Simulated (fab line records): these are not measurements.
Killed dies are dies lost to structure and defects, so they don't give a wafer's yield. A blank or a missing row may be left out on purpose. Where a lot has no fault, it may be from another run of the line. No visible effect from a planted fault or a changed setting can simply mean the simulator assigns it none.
fab line records | flow n5_finfet | part 2 of 2: steps 25 to 32 of 32
record: lots: 5 | wafers: 15 | last_day: 17
route steps=1938 shown BEOL_M3@1007 BEOL_M4@1021
lots that met no fault: taken from a fault-free run of the same line
start_h: start of the lot's first displayed wafer, in hours after the record's first day | wait_h: hours elapsed since this lot's preceding step | " the same as in the row above | L1.1+2: a row that stands for several wafers | - value missing, or start not given | * or withheld: withheld | < > ~ a bound
route shown NAME@n: names a module that has steps shown in the file, with the first one's number in the route | usual: average and standard deviation across the fault-free wafers | same: alike in all rows | chamber/n: place in a boat | sites: readings site by site | _std_site: how widely they spread, as a standard deviation | _edge_site: the outer-site mean with the inner-site mean subtracted | radius_mm: for every site, how far away it sits from the centre of the wafer | mask NAME#n: copy n | behind: the tool/chamber that last shaped the wafer | hold: the reason the lot was held/the length of the hold in hours/how it ended | device: the n, p or np transistor that did not switch | end of line: tests run on the same wafers once the route is complete | step lacking rows: just its recipe | killed: dies that structure and defects cost at the first sort, which is not the same as the wafer's yield | map: dies across one wafer; x = killed, . = not, _ = none there
set.NAME: the setting that was run; set.NAME@STEP: the one run at that earlier step | model.NAME: the simulator's own value behind a step, which no gauge read
certain route steps with their lots: each step a table, each wafer a row
services: the hour from which a tool's chamber was out of use, counted from the record's first day as start_h (under 0 if before that day), plus the number of hours and why
== steps ==
step: N5_BEOL_M4_EXPOSE_08
recipe: mask_id: M4 | na: 0.33 | source_shape: dipole | sigma_inner: 0.369 | sigma_outer: 0.767 | polarization: unpolarized | dose_mj: 41.25
usual: exposure_dose_mJ_cm2: 41.27/0.073 | reticle_temp_C: 23.00/0.12
lot.wafer | tool           | chamber | start_h | wait_h | mask | exposure_dose_mJ_cm2 | reticle_temp_C
L076.3    | euv_scanner-01 | 0       | 162.58  | -      | M4#0 | 41.36                | 22.93
L076.4    | "              | 0       | "       | "      | M4#0 | 41.37                | 22.80
L076.5    | "              | 0       | "       | "      | M4#0 | 41.33                | 23.06
L078.1    | euv_scanner-02 | 0       | 176.73  | -      | M4#0 | 41.29                | 23.20
L078.2    | "              | 0       | "       | "      | M4#0 | 41.24                | 22.97
L078.6    | "              | 0       | "       | "      | M4#0 | 41.20                | 23.00
L081.1    | euv_scanner-01 | 0       | 195.12  | -      | M4#0 | 41.33                | 23.02
L081.2    | "              | 0       | "       | "      | M4#0 | 41.32                | 23.11
L081.3    | "              | 0       | "       | "      | M4#0 | 41.36                | 23.05
L084.2    | euv_scanner-01 | 0       | 210.85  | -      | M4#0 | 41.33                | 23.07
L084.4    | "              | 0       | "       | "      | M4#0 | 41.36                | 23.09
L084.6    | "              | 0       | "       | "      | M4#0 | 41.39                | 23.09
L097.2    | euv_scanner-02 | 0       | 288.82  | -      | M4#0 | 41.13                | 23.02
L097.3    | "              | 0       | "       | "      | M4#0 | 41.14                | 23.02
L097.6    | "              | 0       | "       | "      | M4#0 | 41.16                | 22.99
step: N5_BEOL_M4_PEB_09
recipe: peb_temp_c: 100 | peb_time_s: 60 | resist: CAR-EUV
lot.wafer  | tool           | chamber | start_h | wait_h
L076.3+4+5 | litho_track-02 | 0       | 162.63  | 0.0
L078.1+2+6 | litho_track-01 | 0       | 176.79  | 0.1
L081.1+2+3 | litho_track-04 | 0       | 195.19  | 0.1
L084.2+4+6 | litho_track-02 | 0       | 210.90  | 0.1
L097.2+3+6 | litho_track-02 | 0       | 288.88  | 0.1
step: N5_BEOL_M4_DEVELOP_10
recipe: develop_time_s: 30 | developer: TMAH | resist: CAR-EUV | rinse_liquid: surfactant_rinse | dry: air_spin | dev_temp_c: 23
usual: developer_temp_C: 23.02/0.12
same: develop_time_s: 30
lot.wafer | tool           | chamber | start_h | wait_h | developer_temp_C
L076.3    | litho_track-02 | 0       | -       | -      | 22.97
L076.4    | "              | 0       | "       | "      | 22.83
L076.5    | "              | 0       | "       | "      | 22.76
L078.1    | litho_track-01 | 0       | -       | -      | 23.11
L078.2    | "              | 0       | "       | "      | 22.99
L078.6    | "              | 0       | "       | "      | 23.02
L081.1    | litho_track-04 | 0       | -       | -      | 22.94
L081.2    | "              | 0       | "       | "      | 22.93
L081.3    | "              | 0       | "       | "      | 22.98
L084.2    | litho_track-02 | 0       | -       | -      | 22.89
L084.4    | "              | 0       | "       | "      | 22.92
L084.6    | "              | 0       | "       | "      | 23.23
L097.2    | litho_track-02 | 0       | -       | -      | 23.09
L097.3    | "              | 0       | "       | "      | 23.12
L097.6    | "              | 0       | "       | "      | 23.21
step: N5_BEOL_M4_CD_MEAS_11
recipe: target_cd_nm: 16.79 | landing_energy_ev: 500 | detector: se_inlens | polarity: opening
usual: cd_nm: 16.83/0.24
lot.wafer | tool      | chamber | start_h | wait_h | cd_nm
L076.3    | cd_sem-02 | 0       | 162.70  | -      | 17.16
L076.4    | "         | 0       | "       | "      | 16.45
L076.5    | "         | 0       | "       | "      | 16.82
L078.1    | cd_sem-03 | 0       | 176.86  | -      | 17.26
L078.2    | "         | 0       | "       | "      | 17.15
L078.6    | "         | 0       | "       | "      | 17.06
L081.1    | cd_sem-02 | 0       | 195.25  | -      | 16.75
L081.2    | "         | 0       | "       | "      | 17.27
L081.3    | "         | 0       | "       | "      | 16.59
L084.2    | cd_sem-02 | 0       | 210.97  | -      | 16.97
L084.4    | "         | 0       | "       | "      | 16.88
L084.6    | "         | 0       | "       | "      | 16.62
L097.2    | cd_sem-02 | 0       | 288.95  | -      | 16.77
L097.3    | "         | 0       | "       | "      | 17.13
L097.6    | "         | 0       | "       | "      | 17.15
step: N5_BEOL_M4_OVL_MEAS_12
recipe: points_per_wafer: 522
usual: M4_OVL: 0.2/0.68
same: points_per_wafer: 522
lot.wafer | tool       | chamber | start_h | wait_h | M4_OVL[nm]
L076.3    | overlay-02 | 0       | 162.74  | 0.0    | -0.9
L076.4    | "          | 0       | "       | "      | 0.5
L076.5    | "          | 0       | "       | "      | -0.5
L078.1    | overlay-01 | 0       | 176.89  | 0.0    | 0.8
L078.2    | "          | 0       | "       | "      | 0.2
L078.6    | "          | 0       | "       | "      | 0.5
L081.1    | overlay-01 | 0       | 195.28  | 0.0    | 0.6
L081.2    | "          | 0       | "       | "      | 0.1
L081.3    | "          | 0       | "       | "      | 0.9
L084.2    | overlay-01 | 0       | 211.01  | 0.0    | -0.8
L084.4    | "          | 0       | "       | "      | -0.4
L084.6    | "          | 0       | "       | "      | 0.7
L097.2    | overlay-01 | 0       | 288.99  | 0.0    | 0.6
L097.3    | "          | 0       | "       | "      | -0.7
L097.6    | "          | 0       | "       | "      | 0.3
step: N5_BEOL_M4_INSPECT_13
recipe: mode: adi | inspect_instrument: brightfield
usual: raw_defect_count: 411/93
lot.wafer | tool              | chamber | start_h | wait_h | raw_defect_count
L076.3    | defect_inspect-02 | -       | 162.79  | 0.0    | 327
L076.4    | "                 | -       | "       | "      | 439
L076.5    | "                 | -       | "       | "      | 400
L078.1    | defect_inspect-01 | -       | 176.95  | 0.1    | 363
L078.2    | "                 | -       | "       | "      | 414
L078.6    | "                 | -       | "       | "      | 438
L081.1    | defect_inspect-02 | -       | 195.34  | 0.1    | 385
L081.2    | "                 | -       | "       | "      | 339
L081.3    | "                 | -       | "       | "      | 695
L084.2    | defect_inspect-02 | -       | 211.06  | 0.0    | 517
L084.4    | "                 | -       | "       | "      | 449
L084.6    | "                 | -       | "       | "      | 584
L097.2    | defect_inspect-02 | -       | 289.16  | 0.2    | 465
L097.3    | "                 | -       | "       | "      | 501
L097.6    | "                 | -       | "       | "      | 404
step: N5_BEOL_M4_DESCUM_16
recipe: chemistry: O2 | time_s: 7 | source_power_w: 50 | bias_power_w: 20 | pressure_mtorr: 20 | rf_frequency_hz: 2.712e+07 | temp_c: 40 | resist: CAR-EUV | o2_flow_sccm: 225
usual: bias_power_w: 19.99/0.065 | drypump_motor_current_A: 5.6/0.53 | oes_product_au: 0.76/0.079 | rf_vpp_V: 243.0/1.6 | showerhead_plenum_p_Torr: 2.08/0.083 | throttle_valve_pct: 20.43/0.21
lot.wafer | tool        | chamber | start_h | wait_h | bias_power_w | drypump_motor_current_A | oes_product_au | rf_hours_counter_h | rf_vpp_V | showerhead_plenum_p_Torr | throttle_valve_pct
L076.3    | rie_diel-01 | 1       | 162.82  | 0.0    | 20.02        | 5.6                     | 0.75           | 169                | 243.2    | 1.98                     | 20.41
L076.4    | "           | 3       | "       | "      | 19.98        | 5.6                     | 0.93           | 3                  | 242.4    | 2.07                     | 20.06
L076.5    | "           | 2       | "       | "      | 20.05        | 6.4                     | 0.79           | -                  | 242.3    | 2.02                     | 20.28
L078.1    | rie_diel-01 | 0       | 177.17  | 0.2    | 20.01        | 5.4                     | 0.90           | 26                 | 242.3    | 2.05                     | 20.47
L078.2    | "           | 1       | "       | "      | 20.02        | 5.6                     | 0.75           | 174                | 241.8    | 1.98                     | 20.43
L078.6    | "           | 1       | "       | "      | 20.08        | 5.6                     | 0.75           | -                  | 241.3    | 1.98                     | 20.42
L081.1    | rie_diel-05 | 1       | 195.38  | 0.0    | 20.03        | 5.4                     | 0.71           | 169                | 243.6    | 2.07                     | 20.52
L081.2    | "           | 2       | "       | "      | 20.00        | 5.1                     | 0.68           | 224                | 242.6    | 1.98                     | 20.19
L081.3    | "           | 0       | "       | "      | 20.00        | 5.7                     | 0.75           | 169                | 239.4    | 1.92                     | 20.14
L084.2    | rie_diel-03 | 1       | 211.09  | 0.0    | 20.00        | 6.4                     | 0.83           | 74                 | 244.5    | 2.22                     | 20.65
L084.4    | "           | 2       | "       | "      | 19.98        | 5.9                     | 0.68           | 225                | 243.3    | 2.16                     | 20.38
L084.6    | "           | 1       | "       | "      | 19.89        | 6.4                     | 0.83           | -                  | 246.7    | 2.22                     | 20.66
L097.2    | rie_diel-01 | 1       | 289.20  | 0.0    | 19.91        | 5.6                     | 0.72           | 211                | 241.9    | 1.97                     | 20.47
L097.3    | "           | 3       | "       | "      | 19.98        | 5.6                     | 0.83           | 45                 | 244.0    | 2.06                     | 20.10
L097.6    | "           | 2       | "       | "      | 19.97        | 6.4                     | 0.74           | -                  | 240.1    | 2.00                     | 20.33
step: N5_BEOL_M4_ETCH_74
recipe: chemistry: N2/H2 | target: underlayer | target_depth_a: 65 | mask_material: CAR-EUV | time_s: 5.2 | ion_energy_ev: 200 | pressure_mtorr: 30 | source_w: 840 | bias_w: 150 | n2_flow_sccm: 200 | h2_flow_sccm: 200 | ends: cleared
usual: bias_w: 150.0/0.47 | drypump_motor_current_A: 5.6/0.53 | etch_rf_on_time_s: 5.22/0.13 | h2_flow_sccm: 200.0/0.58 | oes_product_au: 0.65/0.067 | rf_vpp_V: 523.4/2.9 | showerhead_plenum_p_Torr: 2.53/0.1 | throttle_valve_pct: 17.9/0.3
lot.wafer | tool        | chamber | start_h | wait_h | bias_w | drypump_motor_current_A | etch_rf_on_time_s | h2_flow_sccm | oes_product_au | rf_hours_counter_h | rf_vpp_V | showerhead_plenum_p_Torr | throttle_valve_pct
L076.3    | rie_diel-01 | 1       | 162.85  | 0.0    | 150.6  | 5.6                     | 5.13              | 201.4        | 0.65           | 169                | 522.1    | 2.44                     | 17.9
L076.4    | "           | 3       | "       | "      | 150.3  | 5.6                     | 5.14              | 200.1        | 0.80           | 3                  | 524.0    | 2.49                     | 17.2
L076.5    | "           | 2       | "       | "      | 149.3  | 6.4                     | 5.00              | 200.1        | 0.68           | -                  | 520.2    | 2.46                     | 17.7
L078.1    | rie_diel-01 | 0       | 177.21  | 0.0    | 150.4  | 5.4                     | 5.39              | 200.5        | 0.75           | 26                 | 522.0    | 2.48                     | 17.8
L078.2    | "           | 1       | "       | "      | 149.7  | 5.6                     | 5.17              | 200.0        | 0.65           | 174                | 520.7    | 2.44                     | 18.0
L078.6    | "           | 1       | "       | "      | 149.3  | 5.6                     | 5.16              | 199.3        | 0.64           | -                  | 521.2    | 2.44                     | 18.0
L081.1    | rie_diel-05 | 1       | 195.41  | 0.0    | 149.9  | 5.4                     | 5.33              | 199.9        | 0.60           | 169                | 524.0    | 2.56                     | 18.3
L081.2    | "           | 2       | "       | "      | 149.2  | 5.1                     | 5.43              | 199.9        | 0.58           | 224                | 518.4    | 2.42                     | 17.8
L081.3    | "           | 0       | "       | "      | 149.9  | 5.7                     | 5.23              | 200.8        | 0.64           | 169                | 517.8    | 2.31                     | 17.3
L084.2    | rie_diel-03 | 1       | 211.13  | 0.0    | 150.1  | 6.4                     | 5.15              | 199.6        | 0.70           | 74                 | 527.8    | 2.69                     | 18.1
L084.4    | "           | 2       | "       | "      | 149.7  | 5.9                     | 5.39              | 199.9        | 0.59           | 225                | 525.5    | 2.63                     | 17.8
L084.6    | "           | 1       | "       | "      | 150.1  | 6.4                     | 5.14              | 199.8        | 0.72           | -                  | 526.6    | 2.69                     | 18.2
L097.2    | rie_diel-01 | 1       | 289.23  | 0.0    | 150.3  | 5.6                     | 5.11              | 199.4        | 0.63           | 211                | 519.5    | 2.42                     | 18.0
L097.3    | "           | 3       | "       | "      | 150.3  | 5.6                     | 5.17              | 198.7        | 0.72           | 45                 | 522.1    | 2.47                     | 17.3
L097.6    | "           | 2       | "       | "      | 150.9  | 6.4                     | 5.01              | 200.2        | 0.66           | -                  | 519.7    | 2.44                     | 17.8
== services ==
tool           | chamber | start_h | hours | kind
euv_scanner-02 | -       | 137.64  | 1.0   | pm
euv_scanner-02 | -       | 138.82  | 0.4   | repair
pecvd-02       | 0       | 140.99  | 6.8   | repair
pecvd-03       | -       | 145.58  | 0.6   | repair
pecvd-03       | -       | 148.91  | 11.4  | repair
ecd_cu-01      | -       | 151.58  | 2.8   | repair
euv_scanner-01 | -       | 153.13  | 1.0   | pm
euv_scanner-01 | -       | 172.25  | 4.6   | pm
ecd_cu-01      | -       | 175.74  | 1.4   | repair
cvd_co-01      | 2       | 189.50  | 16.4  | repair
euv_scanner-02 | -       | 190.71  | 2.5   | repair
euv_scanner-02 | -       | 193.79  | 1.0   | pm
pecvd-04       | -       | 195.43  | 2.1   | repair
euv_scanner-01 | -       | 209.28  | 1.0   | pm
cmp-03         | -       | 223.68  | 4.7   | pm
euv_scanner-02 | -       | 229.87  | 1.0   | repair
euv_scanner-02 | -       | 241.97  | 4.6   | pm
euv_scanner-02 | -       | 249.94  | 1.0   | pm
rie_diel-03    | 3       | 253.29  | 1.7   | repair
cmp-03         | -       | 254.31  | 2.2   | repair
rie_diel-01    | 0       | 254.88  | 2.5   | repair
euv_scanner-01 | -       | 265.44  | 1.0   | pm
euv_scanner-02 | -       | 273.36  | 3.7   | repair
cmp-03         | -       | 279.87  | 4.0   | pm
